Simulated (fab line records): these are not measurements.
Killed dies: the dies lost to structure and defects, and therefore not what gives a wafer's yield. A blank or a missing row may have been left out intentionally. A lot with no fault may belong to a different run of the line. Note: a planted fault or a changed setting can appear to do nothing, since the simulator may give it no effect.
The tool behind it: which one?    flow n5_finfet    24 lots, 72 wafers sampled, at 5 steps of a route of 1938

## WHAT THE GAUGES SHOWED, per wafer
N5_BEOL_M6_CD_MEAS_11: the cd target is 38.5 nm. Usual: cd_nm at 38.4 nm, with a standard deviation of 0.5.
lot   measured      on         cd_nm (nm)      flag
L074  day 10 07:47  cd_sem-01  38.6 38.3 38.7  
L076  day 10 23:38  cd_sem-02  38.7 38.0 38.3  
L077  day 11 12:26  cd_sem-02  37.4 37.8 37.4  
L075  day 11 17:02  cd_sem-03  38.0 37.8 39.1  
L078  day 11 20:07  cd_sem-01  37.8 38.5 38.2  
L079  day 12 01:39  cd_sem-01  38.9 38.8 39.0  
L080  day 12 13:16  cd_sem-02  39.6 39.2 39.5  
L081  day 12 23:33  cd_sem-02  38.2 38.9 38.6  
L082  day 13 03:08  cd_sem-03  38.3 38.2 38.4  
L084  day 13 04:32  cd_sem-02  37.7 37.6 37.3  
L083  day 13 07:23  cd_sem-01  38.3 37.8 37.6  
L085  day 13 16:08  cd_sem-03  38.4 37.9 38.8  
L087  day 13 16:21  cd_sem-03  38.1 38.1 38.1  
L086  day 14 10:38  cd_sem-03  38.5 39.0 38.5  
L090  day 14 15:14  cd_sem-02  38.5 38.5 38.7  
L089  day 14 15:24  cd_sem-03  39.0 38.9 38.7  
L088  day 14 21:59  cd_sem-03  37.6 37.4 37.7  
L092  day 15 07:46  cd_sem-03  38.5 38.9 38.3  
L091  day 15 08:02  cd_sem-02  38.4 38.4 38.1  
L093  day 15 20:29  cd_sem-02  38.8 38.6 38.3  
L094  day 16 00:49  cd_sem-01  38.1 38.2 38.6  
L095  day 16 01:10  cd_sem-03  39.1 38.2 38.5  
L096  day 16 03:02  cd_sem-03  38.0 38.2 37.6  
L097  day 16 09:11  cd_sem-01  37.8 38.6 37.6  

## EACH LOT AND THE TOOL THAT RAN IT (in order: tool; ch and the chambers of the sampled wafers; start)
lot   N5_BEOL_M5_CURE_80             N5_BEOL_M5_DEGAS_44           N5_BEOL_M5_SPUTTER_83         N5_BEOL_M5_ANNEAL_89
L074  uv_cure-03 ch 2, day 9 22:42   pvd_sputter-01, day 9 23:13   pvd_sputter-01, day 10 02:11  pvd_sputter-01, day 10 03:21
L076  uv_cure-01 ch 2, day 10 15:03  pvd_sputter-01, day 10 15:49  pvd_sputter-03, day 10 18:40  pvd_sputter-03, day 10 19:49
L077  uv_cure-02 ch 1, day 11 04:07  pvd_sputter-02, day 11 04:28  pvd_sputter-03, day 11 07:31  pvd_sputter-03, day 11 08:41
L075  uv_cure-02 ch 2, day 11 07:22  pvd_sputter-02, day 11 07:43  pvd_sputter-01, day 11 11:26  pvd_sputter-01, day 11 12:37
L078  uv_cure-02 ch 1, day 11 10:11  pvd_sputter-03, day 11 10:32  pvd_sputter-02, day 11 13:52  pvd_sputter-02, day 11 15:02
L079  uv_cure-03 ch 1, day 11 15:55  pvd_sputter-02, day 11 16:36  pvd_sputter-03, day 11 19:33  pvd_sputter-03, day 11 20:43
L080  uv_cure-02 ch 0, day 12 02:25  pvd_sputter-03, day 12 04:07  pvd_sputter-01, day 12 06:58  pvd_sputter-01, day 12 08:08
L081  uv_cure-02 ch 1, day 12 12:44  pvd_sputter-02, day 12 13:23  pvd_sputter-03, day 12 16:19  pvd_sputter-03, day 12 17:29
L082  uv_cure-02 ch 1, day 12 17:02  pvd_sputter-02, day 12 17:35  pvd_sputter-02, day 12 20:29  pvd_sputter-02, day 12 21:39
L084  uv_cure-01 ch 1, day 12 18:53  pvd_sputter-01, day 12 19:31  pvd_sputter-03, day 12 23:59  pvd_sputter-03, day 13 01:09
L083  uv_cure-03 ch 0, day 12 19:21  pvd_sputter-03, day 12 19:38  pvd_sputter-01, day 13 00:16  pvd_sputter-01, day 13 01:25
L085  uv_cure-02 ch 0, day 13 06:50  pvd_sputter-01, day 13 07:28  pvd_sputter-03, day 13 10:15  pvd_sputter-03, day 13 11:25
L087  uv_cure-03 ch 1, day 13 07:08  pvd_sputter-03, day 13 07:36  pvd_sputter-02, day 13 10:44  pvd_sputter-02, day 13 11:54
L086  uv_cure-01 ch 0, day 14 00:46  pvd_sputter-03, day 14 01:05  pvd_sputter-03, day 14 05:20  pvd_sputter-03, day 14 06:30
L090  uv_cure-03 ch 0, day 14 05:49  pvd_sputter-02, day 14 06:37  pvd_sputter-02, day 14 09:33  pvd_sputter-02, day 14 10:43
L089  uv_cure-02 ch 2, day 14 06:30  pvd_sputter-01, day 14 06:49  pvd_sputter-03, day 14 09:50  pvd_sputter-03, day 14 11:00
L088  uv_cure-01 ch 2, day 14 11:34  pvd_sputter-02, day 14 12:02  pvd_sputter-02, day 14 16:28  pvd_sputter-02, day 14 17:38
L092  uv_cure-03 ch 2, day 14 22:55  pvd_sputter-03, day 14 23:22  pvd_sputter-02, day 15 02:18  pvd_sputter-02, day 15 03:28
L091  uv_cure-01 ch 0, day 14 23:10  pvd_sputter-01, day 14 23:30  pvd_sputter-01, day 15 02:59  pvd_sputter-01, day 15 04:10
L093  uv_cure-02 ch 2, day 15 04:13  pvd_sputter-03, day 15 04:44  pvd_sputter-03, day 15 13:04  pvd_sputter-03, day 15 14:14
L094  uv_cure-01 ch 1, day 15 12:47  pvd_sputter-02, day 15 13:28  pvd_sputter-03, day 15 17:52  pvd_sputter-03, day 15 19:01
L095  uv_cure-03 ch 2, day 15 15:45  pvd_sputter-01, day 15 16:16  pvd_sputter-01, day 15 19:07  pvd_sputter-01, day 15 20:17
L096  uv_cure-01 ch 0, day 15 16:08  pvd_sputter-01, day 15 16:25  pvd_sputter-02, day 15 21:31  pvd_sputter-02, day 15 22:41
L097  uv_cure-03 ch 2, day 15 21:10  pvd_sputter-03, day 15 21:35  pvd_sputter-02, day 16 01:57  pvd_sputter-02, day 16 03:07
- N5_BEOL_M5_CURE_80: cures SiCOH lowk, time 120 s.
- N5_BEOL_M5_DEGAS_44: time 60 s.
- N5_BEOL_M5_SPUTTER_83: material Cu, target thk 15 nm, time 27.62 s.
- N5_BEOL_M5_ANNEAL_89: time 1800 s.

## AS READ BY THE TOOLS THEMSELVES (means over the sampled wafers that have a number; for cases with no such wafer, the mark the record gives instead)
N5_BEOL_M5_CURE_80. Usual: lamp_power_pct 52.31 %, standard deviation 0.053; wafer_temp_C_max 371.9, standard deviation 0.71.
lot   tool        lamp_power_pct (%)  wafer_temp_C_max  flag
L074  uv_cure-03  52.32               371.1             
L076  uv_cure-01  52.36               371.6             
L077  uv_cure-02  52.30               373.2             
L075  uv_cure-02  52.34               371.5             
L078  uv_cure-02  52.31               372.3             
L079  uv_cure-03  52.29               372.5             
L080  uv_cure-02  52.35               371.9             
L081  uv_cure-02  52.35               372.5             
L082  uv_cure-02  52.25               372.7             
L084  uv_cure-01  52.36               372.1             
L083  uv_cure-03  52.30               372.5             
L085  uv_cure-02  52.36               371.6             
L087  uv_cure-03  52.28               373.4             
L086  uv_cure-01  52.28               371.6             
L090  uv_cure-03  52.33               372.2             
L089  uv_cure-02  52.30               371.6             
L088  uv_cure-01  52.30               372.0             
L092  uv_cure-03  52.35               371.2             
L091  uv_cure-01  52.35               371.2             
L093  uv_cure-02  52.33               371.4             
L094  uv_cure-01  52.30               371.5             
L095  uv_cure-03  52.31               371.6             
L096  uv_cure-01  52.33               372.0             
L097  uv_cure-03  52.33               370.9             

N5_BEOL_M5_DEGAS_44. Usual: heater_power_w 314 W, standard deviation 39; susceptor_temp_C 249.99 C, standard deviation 0.18.
lot   tool            heater_power_w (W)  susceptor_temp_C (C)  flag
L074  pvd_sputter-01  310                 249.88                
L076  pvd_sputter-01  330                 249.88                
L077  pvd_sputter-02  296                 250.03                
L075  pvd_sputter-02  281                 250.14                
L078  pvd_sputter-03  294                 249.85                
L079  pvd_sputter-02  332                 250.07                
L080  pvd_sputter-03  292                 250.05                
L081  pvd_sputter-02  314                 250.05                
L082  pvd_sputter-02  332                 249.80                
L084  pvd_sputter-01  324                 250.08                
L083  pvd_sputter-03  300                 250.15                
L085  pvd_sputter-01  316                 249.96                
L087  pvd_sputter-03  316                 250.01                
L086  pvd_sputter-03  276                 250.02                
L090  pvd_sputter-02  331                 249.96                
L089  pvd_sputter-01  340                 250.00                
L088  pvd_sputter-02  307                 249.97                
L092  pvd_sputter-03  301                 250.07                
L091  pvd_sputter-01  336                 249.79                
L093  pvd_sputter-03  264                 250.18                
L094  pvd_sputter-02  315                 250.03                
L095  pvd_sputter-01  333                 250.10                
L096  pvd_sputter-01  308                 250.08                
L097  pvd_sputter-03  322                 249.84                

N5_BEOL_M5_SPUTTER_83. Usual: chuck_sensor_temp_C -15.8 C, standard deviation 0.39; susceptor_temp_C -20.04 C, standard deviation 0.11; throttle_valve_pct 29.9 %, standard deviation 1.1.
lot   tool            chuck_sensor_temp_C (C)  susceptor_temp_C (C)  throttle_valve_pct (%)  flag
L074  pvd_sputter-01  -16.2                    -19.96                28.4                    
L076  pvd_sputter-03  -15.8                    -20.01                30.1                    
L077  pvd_sputter-03  -15.8                    -20.05                29.8                    
L075  pvd_sputter-01  -16.1                    -19.95                29.8                    
L078  pvd_sputter-02  -15.5                    -20.04                30.7                    
L079  pvd_sputter-03  -15.6                    -19.98                30.0                    
L080  pvd_sputter-01  -16.1                    -20.10                28.5                    
L081  pvd_sputter-03  -16.2                    -20.06                29.3                    
L082  pvd_sputter-02  -15.9                    -19.98                29.9                    
L084  pvd_sputter-03  -15.5                    -19.97                30.5                    
L083  pvd_sputter-01  -15.9                    -20.13                30.6                    
L085  pvd_sputter-03  -16.1                    -20.31                29.5                    
L087  pvd_sputter-02  -15.4                    -19.88                30.6                    
L086  pvd_sputter-03  -16.1                    -20.04                29.6                    
L090  pvd_sputter-02  -15.4                    -20.13                30.6                    
L089  pvd_sputter-03  -16.0                    -19.92                28.9                    
L088  pvd_sputter-02  -15.6                    -20.04                30.3                    
L092  pvd_sputter-02  -15.8                    -19.93                29.8                    
L091  pvd_sputter-01  -16.3                    -19.98                29.1                    
L093  pvd_sputter-03  -16.0                    -20.05                28.6                    
L094  pvd_sputter-03  -15.9                    -20.06                29.4                    
L095  pvd_sputter-01  -16.0                    -20.08                29.3                    
L096  pvd_sputter-02  -15.7                    -20.02                29.9                    
L097  pvd_sputter-02  -15.9                    -20.13                29.5                    

N5_BEOL_M5_ANNEAL_89. Usual: heater_power_w 777 W, standard deviation 96; susceptor_temp_C 400.01 C, standard deviation 0.2.
lot   tool            heater_power_w (W)  susceptor_temp_C (C)  flag
L074  pvd_sputter-01  884                 400.13                
L076  pvd_sputter-03  752                 400.05                
L077  pvd_sputter-03  751                 399.96                
L075  pvd_sputter-01  827                 400.07                
L078  pvd_sputter-02  794                 399.96                
L079  pvd_sputter-03  674                 399.99                
L080  pvd_sputter-01  882                 399.99                
L081  pvd_sputter-03  751                 399.86                
L082  pvd_sputter-02  772                 400.04                
L084  pvd_sputter-03  696                 400.02                
L083  pvd_sputter-01  755                 400.02                
L085  pvd_sputter-03  750                 400.05                
L087  pvd_sputter-02  783                 400.06                
L086  pvd_sputter-03  662                 400.04                
L090  pvd_sputter-02  798                 399.97                
L089  pvd_sputter-03  724                 399.95                
L088  pvd_sputter-02  817                 399.92                
L092  pvd_sputter-02  851                 400.03                
L091  pvd_sputter-01  864                 399.90                
L093  pvd_sputter-03  788                 400.07                
L094  pvd_sputter-03  806                 400.10                
L095  pvd_sputter-01  822                 400.08                
L096  pvd_sputter-02  862                 399.82                
L097  pvd_sputter-02  871                 399.96                

## THE ANSWER, worked out from the rows above alone
Rule: a lot is off if the mean of its wafers that have a number lies more than 3 standard deviations from the usual mean. A lot without any number at a reading at which 4 lots or more have one is off too. Any other lot the step has rows for is counted as sound. The gauges are gone through in route order, then the tools' own readings, and for those a lot's mean is taken as printed above. At the first step where some lot is off, the reading lying furthest off is the one used; lots without a number count as furthest.
No lot is off at any reading shown: from this, nothing can be told.

## WHAT WAS PUT IN BY THE SIMULATOR
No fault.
